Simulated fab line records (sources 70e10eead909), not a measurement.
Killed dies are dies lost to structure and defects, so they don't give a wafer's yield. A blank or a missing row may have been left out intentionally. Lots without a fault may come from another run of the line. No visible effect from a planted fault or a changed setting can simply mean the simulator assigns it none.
A struck lot beside a sound one + flow nand harc + 16 steps out of a route of 1159
Sound: the wafers L872.2, L872.3, L872.5. Struck: wafer L880.1. (L880.3, L880.5 of the same lot were not struck and are left out.) The cause comes at the end.
Per side, at each step with rows, come the tool, then ch with its chambers, and then its first start. Under that, the readings that differ: sound wafers + struck wafers + difference of the means + sigmas: that difference in standard deviations of wafers without a fault.
alike: words and numbers the same on both sides, and readings whose means are apart by under 2 such deviations; not compared: readings that were withheld, readings missing a value for some wafer, numbers with overlapping values and no deviation given by the record, and bounds like >300 which may hide the same value.
The two part at a step that has a row with sigmas, a row that says differs or no value, or rows on one side only. Non-overlapping numbers with no deviation appear without sigmas and do not part them. A reading missing from all wafers of one side parts the sides only when that side holds two or more wafers.

NHARC_P_START_INSPECT_01:
  struck on defect inspect-01, day 3 12:02; sound on defect inspect-01, day 1 12:02
  alike: raw defect count
then, 10 steps without rows for these wafers: NHARC_P_ZERO_WELL_PRECLEAN_00 (cleans in SPM, time 600 s); NHARC_P_ZERO_WELL_SRD_01; NHARC_P_ZERO_WELL_PECVD_02 (deposits SiO2, target thk 10 nm); NHARC_P_ZERO_WELL_DEHYDRATE_03 (time 120 s); NHARC_P_ZERO_WELL_HMDS_04 (time 30 s); NHARC_P_ZERO_WELL_COAT_64 (time 65 s); NHARC_P_ZERO_WELL_COAT_05 (resist thk 600 nm); NHARC_P_ZERO_WELL_SOFTBAKE_06 (time 70 s); NHARC_P_ZERO_WELL_EBR_07; NHARC_P_ZERO_WELL_EXPOSE_08 (exposes mask P ZERO, target cd 500 nm).
NHARC_P_ZERO_WELL_PEB_09: peb time 80 s.
  sound on litho track-03 ch 0, day 1 13:10; struck on litho track-02 ch 0, day 3 13:11
  alike: plate temp C
then, 1 step without rows for these wafers: NHARC_P_ZERO_WELL_DEVELOP_10 (time 50 s).
NHARC_P_ZERO_WELL_CD_MEAS_11 targets a cd of 500 nm.
  sound on cd sem-01 ch 0, day 1 13:15; struck on cd sem-01 ch 0, day 3 13:16
| reading    | sound             | struck | difference | sigmas |
|------------|-------------------|--------|------------|--------|
| cd nm (nm) | 501.6 501.2 499.9 | 505.9  | +5.0       | +3     |
then, 2 steps without rows for these wafers: NHARC_P_ZERO_WELL_HARDBAKE_12 (time 65 s); NHARC_END_SORT_01.

WHERE THEY PART
NHARC_P_ZERO_WELL_CD_MEAS_11 only, going by this record.

WHY: what the simulator had put in
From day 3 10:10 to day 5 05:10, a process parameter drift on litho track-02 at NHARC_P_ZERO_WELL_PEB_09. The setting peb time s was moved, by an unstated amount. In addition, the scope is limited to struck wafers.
